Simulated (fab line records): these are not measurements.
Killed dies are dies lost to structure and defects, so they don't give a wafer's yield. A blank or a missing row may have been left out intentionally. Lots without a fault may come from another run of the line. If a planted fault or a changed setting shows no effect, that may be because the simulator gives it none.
What tool caused it?    flow nandHarc    6 lots, 18 wafers sampled, at 5 steps of a route of 1159

WHAT EACH GAUGE READ, for each wafer
NHARC_END_SORT_01.
lot   measured      on         killedAtArray
L185  day 22 06:48  prober-02  26 25 28

WHAT TOOL EACH LOT RAN ON (gives the tool, then ch and the chambers of the sampled wafers, and finally the start)
lot   NHARC_P_CONTACT_CMP_01         NHARC_P_CONTACT_ETCH_31                       NHARC_P_CONTACT_STRIP_28           NHARC_P_CONTACT_CMP_24
L174  cmp-02 ch 0,1, day 5 21:31     rieDiel-05 ch 0,1,3, day 5 23:29 or earlier   rieDiel-05 ch 0,3, day 5 23:29     cmp-02 ch 0,1,3, day 6 04:38
L177  cmp-03 ch 0,3, day 6 11:41     rieDiel-05 ch 0,3, day 6 13:42 or earlier     rieDiel-05 ch 0,2,3, day 6 13:42   cmp-03 ch 1,2,3, day 6 20:55
L180  cmp-01 ch 0,1, day 7 03:32     rieDiel-13 ch 0,2,3, day 7 05:57 or earlier   rieDiel-13 ch 0,2,3, day 7 05:57   cmp-03 ch 0,1,3, day 7 07:44
L185  cmp-01 ch 1,2, day 8 22:49     rieDiel-13 ch 0,3, day 9 00:46 or earlier     rieDiel-05 ch 0,1,2, day 9 00:46   cmp-03 ch 0,1,3, day 9 06:10
L195  cmp-02 ch 1,2,3, day 10 21:56  rieDiel-05 ch 1,2,3, day 10 23:58 or earlier  rieDiel-05 ch 0,1,2, day 10 23:58  cmp-02 ch 0,2,3, day 11 03:47
L196  cmp-02 ch 2,3, day 11 04:44    rieDiel-13 ch 0,2,3, day 11 06:36 or earlier  rieDiel-05 ch 0,1,2, day 11 06:36  cmp-02 ch 0,1, day 11 08:41
- NHARC_P_CONTACT_CMP_01: polishes SiO2, target thk 200 nm.
- NHARC_P_CONTACT_ETCH_31: etches the open film in CH3F/O2, target depth 30 nm, time 85.7 s.
- NHARC_P_CONTACT_STRIP_28: strips in O2.
- NHARC_P_CONTACT_CMP_24: polishes, t overpolish 30 s, target thk 200 nm.

THE ANSWER, worked out from the rows above alone
Rule: usual is defined by the lots themselves. The widest of any qualifying gaps counts: lots, ordered by their means at a reading, are off when they make up no more than a third of the lots, leave a main group of 4 or more, and stand apart from it by 3 or more times the standard deviation of that group's means. Not used: any main group whose means are identical at the precision the tables above print for the reading. Also off: a lot with no number at a reading for which 4 or more lots have one. Where the step has rows for the other lots, those lots are counted as sound.
No lot is off on any of the readings shown, so nothing can be concluded from this.

WHAT THE SIMULATOR PUT IN
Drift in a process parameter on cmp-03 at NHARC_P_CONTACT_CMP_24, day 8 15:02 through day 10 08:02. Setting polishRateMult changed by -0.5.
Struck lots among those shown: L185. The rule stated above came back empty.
